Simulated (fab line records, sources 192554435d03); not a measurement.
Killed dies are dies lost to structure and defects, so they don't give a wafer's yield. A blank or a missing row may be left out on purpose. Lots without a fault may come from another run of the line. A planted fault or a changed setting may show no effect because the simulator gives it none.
Chamber matching | flow n5_finfet | N5_BEOL_M7_ETCH_65 on rie_diel-05: 4 sister chambers
The step etches SiARC in CF4, target depth 15.6 nm, time 26 s. 20 wafers are shown with their chamber, then 10 later ones without.

WAFERS WITH THEIR CHAMBER
wafer  | chamber | drypump_motor_current_A (A) | throttle_valve_pct (%) | oes_product_au (a.u.)
L077.1 | 2       | 6.2                         | 15.57                  | 0.77
L077.2 | 3       | 6.4                         | 15.90                  | 0.65
L077.5 | 0       | 5.8                         | 15.54                  | 0.58
L079.3 | 1       | 5.4                         | 15.30                  | 0.74
L079.5 | 3       | 6.4                         | 15.90                  | 0.65
L079.6 | 2       | 6.2                         | 15.57                  | 0.78
L081.1 | 3       | 6.3                         | 15.90                  | 0.65
L081.3 | 2       | 6.2                         | 15.58                  | 0.77
L081.6 | 1       | 5.4                         | 15.31                  | 0.73
L082.1 | 0       | 5.8                         | 15.55                  | 0.57
L082.3 | 1       | 5.3                         | 15.32                  | 0.73
L082.4 | 1       | 5.4                         | 15.30                  | 0.74
L084.1 | 0       | 5.8                         | 15.55                  | 0.57
L084.2 | 3       | 6.3                         | 15.94                  | 0.65
L084.4 | 1       | 5.4                         | 15.33                  | 0.72
L085.2 | 1       | 5.3                         | 15.31                  | 0.72
L085.3 | 3       | 6.4                         | 15.95                  | 0.64
L085.6 | 0       | 5.8                         | 15.58                  | 0.57
L089.2 | 1       | 5.3                         | 15.38                  | 0.70
L089.4 | 1       | 5.3                         | 15.37                  | 0.70

SIGNATURES (means of the wafers above)
reading                 | chamber 0 | chamber 1 | chamber 2 | chamber 3 | scatter within a chamber
drypump_motor_current_A | 5.800     | 5.350     | 6.200     | 6.360     | 0.0447
throttle_valve_pct      | 15.5550   | 15.3275   | 15.5733   | 15.9180   | 0.0252
oes_product_au          | 0.5725    | 0.7225    | 0.7733    | 0.6480    | 0.0111
Rule: a wafer's distance from a chamber is the root of the sum, over the readings, of the square of ((its reading less the chamber's mean) divided by the reading's scatter). The wafer belongs to the nearest chamber; if the next one is less than 2 further off, it can't be placed. The scatter: the root of (the sum of the squares of (reading less its chamber's mean) over the shown wafers, divided by (wafers less chambers)).

WAFERS WITHOUT THEIR CHAMBER
wafer  | drypump_motor_current_A (A) | throttle_valve_pct (%) | oes_product_au (a.u.)
L089.5 | 6.3                         | 15.98                  | 0.62
L090.1 | 5.3                         | 15.37                  | 0.70
L090.4 | 6.2                         | 15.64                  | 0.75
L090.5 | 6.4                         | 15.99                  | 0.62
L092.1 | 5.3                         | 15.39                  | 0.69
L092.2 | 6.2                         | 15.64                  | 0.73
L092.5 | 6.3                         | 15.98                  | 0.62
L091.1 | 5.8                         | 15.11                  | 0.82
L091.4 | 5.4                         | 15.37                  | 0.70
L091.6 | 6.2                         | 15.64                  | 0.74

WHICH CHAMBER EACH WENT THROUGH
wafer  | from the rows above | in truth
L089.5 | 3                   | 3
L090.1 | 1                   | 1
L090.4 | 2                   | 2
L090.5 | 3                   | 3
L092.1 | 1                   | 1
L092.2 | 2                   | 2
L092.5 | 3                   | 3
L091.1 | 1                   | 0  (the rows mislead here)
L091.4 | 1                   | 1
L091.6 | 2                   | 2
Placed correctly: 9 of 10. Can't be placed from these rows: 0. Placed wrongly: 1.
